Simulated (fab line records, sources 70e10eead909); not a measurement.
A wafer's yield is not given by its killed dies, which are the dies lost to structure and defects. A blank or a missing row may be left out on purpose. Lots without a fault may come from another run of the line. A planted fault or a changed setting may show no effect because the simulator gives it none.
fab line records -- flow nand-harc
[record] lots = 7, wafers = 21, last-day = 33
route steps=1302 shown A_CONTACT@1026
lots that met no fault: from a run of the same line without faults
start-h: hours from the record's opening day to when the first of the lot's shown wafers began -- wait-h: time in hours since the lot's previous step -- " identical to the entry in the row above -- L1.1+2: a row that stands for several wafers -- - no value, or no start was given -- * or withheld: withheld -- < > ~ a bound
route shown NAME@n: a module of which the file shows steps, and the number in the route of the first -- usual: mean/standard deviation of fault-free wafers -- same: alike in all rows -- chamber/n: place in a boat -- sites: the reading at each site -- _std_site: standard deviation across them -- _edge_site: outer sites' mean less inner sites' -- radius-mm: how far each site lies from the wafer's centre -- mask NAME#n: copy n -- behind: the tool/chamber that last shaped the wafer -- hold: cause of the lot's hold/its duration in hours/its outcome -- device: names the non-switching transistor (n, p or np) -- end of line: the tests these same wafers got at the end of their route -- for a step that has no rows: nothing shown but its recipe -- killed: the dies lost at the first sort to structure and to defects; this is not the yield of the wafer -- map: per-die view of a wafer (x killed, . not killed, _ where there is no die)
set.NAME: the setting the step ran with; set.NAME@STEP: the setting that earlier step ran with -- model.NAME: the simulator's own value behind a step, which no gauge read
lots at selected steps of the route; one table per step, one row per wafer
services: when a tool's chamber went out of use (start-h, in hours from the record's first day, below 0 if earlier), for how many hours, and the reason
[[steps]]
[step NHARC_A_CONTACT_STRIP_56]
[recipe] time-s = 600, temp-c = 30, chemistry = post-etch-residue-remover
[step NHARC_A_CONTACT_DEP_57]
[recipe] target-thk-a = 53000, temp-c = 400, material = aC
[usual] throttle-valve-pct = 34.999/0.0097
lot.wafer,tool,chamber,start-h,wait-h,throttle-valve-pct
L620.1,acl-dep-03,0,562.31,-,35.007
L620.3,acl-dep-03,0,563.40,-,35.001
L620.4,acl-dep-03,0,563.40,-,35.000
L624.2,acl-dep-03,0,614.22,-,35.005
L624.5,acl-dep-03,0,615.80,-,35.008
L624.6,acl-dep-03,0,615.80,-,34.989
L627.2,acl-dep-03,0,646.05,-,34.999
L627.3,acl-dep-03,0,646.05,-,35.009
L627.4,acl-dep-03,0,646.05,-,34.993
L629.2,acl-dep-03,0,680.93,-,35.002
L629.3,acl-dep-03,0,680.93,-,34.997
L629.6,acl-dep-03,0,683.07,-,35.006
L631.2,acl-dep-03,0,687.87,-,34.992
L631.5,acl-dep-03,0,689.46,-,34.986
L631.6,acl-dep-03,0,689.46,-,35.019
L632.3,acl-dep-01,0,693.23,-,34.996
L632.5,acl-dep-01,0,694.29,-,34.999
L632.6,acl-dep-01,0,694.29,-,35.015
L634.1,acl-dep-02,0,720.44,-,34.998
L634.2,acl-dep-02,0,720.44,-,34.988
L634.5,acl-dep-02,0,722.57,-,35.003
[step NHARC_A_CONTACT_DEP_58]
[recipe] target-thk-a = 900, target-thk-nm = 90, temp-c = 400, pressure-torr = 3.5, flow-sccm = 200, rf-w = 350, material = SiON
[usual] heater-power-w = 748/96
lot.wafer,tool,chamber,start-h,wait-h,heater-power-w
L620.3,pecvd-03,0,565.61,1.7,673
L620.1,pecvd-03,2,565.61,1.7,784
L620.4,pecvd-03,2,565.61,1.7,780
L624.2,pecvd-01,2,616.91,2.2,737
L624.6,pecvd-01,1,616.91,2.2,728
L624.5,pecvd-01,2,616.91,2.2,721
L627.3,pecvd-03,2,648.83,1.7,854
L627.2,pecvd-03,0,648.83,1.7,695
L627.4,pecvd-03,1,648.83,1.7,660
L629.2,pecvd-03,1,683.63,2.2,632
L629.3,pecvd-03,0,683.63,2.2,572
L629.6,pecvd-03,0,683.63,2.2,563
L631.2,pecvd-01,1,690.58,2.2,650
L631.6,pecvd-01,1,690.58,2.2,661
L631.5,pecvd-01,2,690.58,2.2,759
L632.3,pecvd-01,0,695.43,1.7,827
L632.6,pecvd-01,1,695.43,1.7,748
L632.5,pecvd-01,0,695.43,1.7,833
L634.1,pecvd-03,1,723.69,2.7,715
L634.2,pecvd-03,2,723.69,2.7,744
L634.5,pecvd-03,1,723.69,2.7,717
[step NHARC_A_CONTACT_DEHYDRATE_59]
[recipe] temp-c = 150, time-s = 120
[step NHARC_A_CONTACT_HMDS_60]
[recipe] time-s = 30
[step NHARC_A_CONTACT_COAT_61]
[recipe] temp-c = 260, time-s = 75
[step NHARC_A_CONTACT_COAT_62]
[recipe] temp-c = 225, time-s = 65
[step NHARC_A_CONTACT_COAT_63]
[recipe] spin-rpm = 1500, resist-thk-nm = 90
[step NHARC_A_CONTACT_SOFTBAKE_64]
[recipe] temp-c = 105, time-s = 55
[step NHARC_A_CONTACT_EBR_65]
[step NHARC_A_CONTACT_EXPOSE_66]
[recipe] na = 1.35, sigma-outer = 0.8, dose-mj = 59.02, mask-id = A_CC_2
[step NHARC_A_CONTACT_PEB_67]
[recipe] peb-temp-c = 100, peb-time-s = 65
[step NHARC_A_CONTACT_DEVELOP_68]
[recipe] develop-time-s = 35, dev-temp-c = 23
[usual] chill-plate-temp-C = 22.97/0.097, develop-time-s = 35/0, resist-line-temp-C = 23.00/0.1
lot.wafer,tool,chamber,start-h,wait-h,chill-plate-temp-C,develop-time-s,resist-line-temp-C
L620.1,litho-track-06,0,566,-,23.03,35,23.10
L620.3,litho-track-06,0,566,-,22.88,35,23.19
L620.4,litho-track-06,0,566,-,22.90,35,22.98
L624.2,litho-track-04,0,617,-,22.86,35,23.06
L624.5,litho-track-04,0,617,-,22.85,35,22.90
L624.6,litho-track-04,0,617,-,22.84,35,23.05
L627.2,litho-track-06,-,649,-,-,-,-
L627.3,litho-track-06,-,649,-,-,-,-
L627.4,litho-track-06,-,649,-,-,-,-
L629.2,litho-track-06,-,684,-,-,-,-
L629.3,litho-track-06,-,684,-,-,-,-
L629.6,litho-track-06,-,684,-,-,-,-
L631.2,litho-track-04,-,691,-,-,-,-
L631.5,litho-track-04,-,691,-,-,-,-
L631.6,litho-track-04,-,691,-,-,-,-
L632.3,litho-track-04,0,695,-,22.90,35,22.98
L632.5,litho-track-04,0,695,-,23.14,35,22.85
L632.6,litho-track-04,0,695,-,23.08,35,23.06
L634.1,litho-track-01,0,724,-,23.09,35,23.04
L634.2,litho-track-01,0,724,-,23.01,35,23.04
L634.5,litho-track-01,0,724,-,23.01,35,23.12
[step NHARC_A_CONTACT_CD_MEAS_69]
[recipe] target-cd-nm = 300, landing-energy-ev = 500
[usual] cd-nm = 300.0/0.5
lot.wafer,tool,chamber,start-h,wait-h,cd-nm
L620.1,cd-sem-02,0,566.21,-,300.5
L620.3,cd-sem-02,0,566.21,-,300.2
L620.4,cd-sem-02,0,566.21,-,299.8
L624.2,cd-sem-03,0,617.60,-,299.0
L624.5,cd-sem-03,0,617.60,-,300.2
L624.6,cd-sem-03,0,617.60,-,300.2
L627.2,cd-sem-02,0,649.53,-,-
L627.3,cd-sem-02,0,649.53,-,-
L627.4,cd-sem-02,0,649.53,-,-
L629.2,cd-sem-03,0,684.23,-,-
L629.3,cd-sem-03,0,684.23,-,-
L629.6,cd-sem-03,0,684.23,-,-
L631.2,cd-sem-01,0,691.27,-,-
L631.5,cd-sem-01,0,691.27,-,-
L631.6,cd-sem-01,0,691.27,-,-
L632.3,cd-sem-01,0,695.98,-,300.4
L632.5,cd-sem-01,0,695.98,-,300.1
L632.6,cd-sem-01,0,695.98,-,300.3
L634.1,cd-sem-01,0,724.25,-,299.7
L634.2,cd-sem-01,0,724.25,-,300.6
L634.5,cd-sem-01,0,724.25,-,299.6
[[services]]
tool,chamber,start-h,hours,kind
pecvd-01,0,544.14,10.0,repair
pecvd-03,-,547.37,13.0,pm
pecvd-03,0,547.37,13.0,vent-cycle
pecvd-03,1,547.37,13.0,vent-cycle
pecvd-03,2,547.37,17.1,vent-cycle
acl-dep-01,-,549.73,13.0,pm
litho-track-04,-,553.00,7.0,pm
pecvd-03,0,560.37,-,clean
pecvd-03,1,560.37,-,clean
pecvd-03,1,578.14,8.5,repair
acl-dep-02,-,606.18,13.0,pm
pecvd-03,1,607.06,4.6,repair
pecvd-03,0,613.21,20.7,repair
pecvd-01,2,638.53,4.8,repair
acl-dep-03,-,665.55,13.0,pm
pecvd-01,-,673.45,13.0,pm
pecvd-01,0,673.45,13.0,vent-cycle
pecvd-01,1,673.45,13.0,vent-cycle
pecvd-01,2,673.45,13.0,vent-cycle
litho-track-01,-,680.00,7.0,pm
pecvd-01,0,686.45,-,clean
pecvd-01,1,686.45,-,clean
pecvd-03,0,690.11,4.3,repair
litho-track-06,-,704.00,7.0,pm
[[key]]
[first-sign] step = NHARC_A_CONTACT_DEVELOP_68, reading = tool-record, direction = missing
effect none on later readings
met-at NHARC_A_CONTACT_DEVELOP_68
struck-wafers L627.2,L627.3,L627.4,L629.2,L629.3,L629.6,L631.2,L631.5,L631.6
later-rows-left-out L627.2,L627.3,L627.4,L629.2,L629.3,L629.6,L631.2,L631.5,L631.6
sort-left-out L627.2,L627.3,L627.4,L629.2,L629.3,L629.6,L631.2,L631.5,L631.6
tester-left-out L627,L629,L631
onset-between 617 649
[fault] kind = skipped-step-whole, tool = litho-track-04,litho-track-06, chamber = -, onset-h = 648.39, steps = NHARC_A_CONTACT_DEVELOP_68, scope = struck-lots-only
// tester-left-out: of these lots the tester's yield and bins aren't shown, on N5 and GAA mostly nor the transistor test; their killed dies are dies lost to structure and defects alone, not to doping, threshold or leakage, so they don't give the yield
// sort-left-out: the simulated sort isn't trusted on such a fault, so these wafers' sort isn't shown, and their yield isn't known
// later-rows-left-out: the simulator's readings of these wafers behind a module that went badly wrong aren't trusted and aren't shown, but for the sort
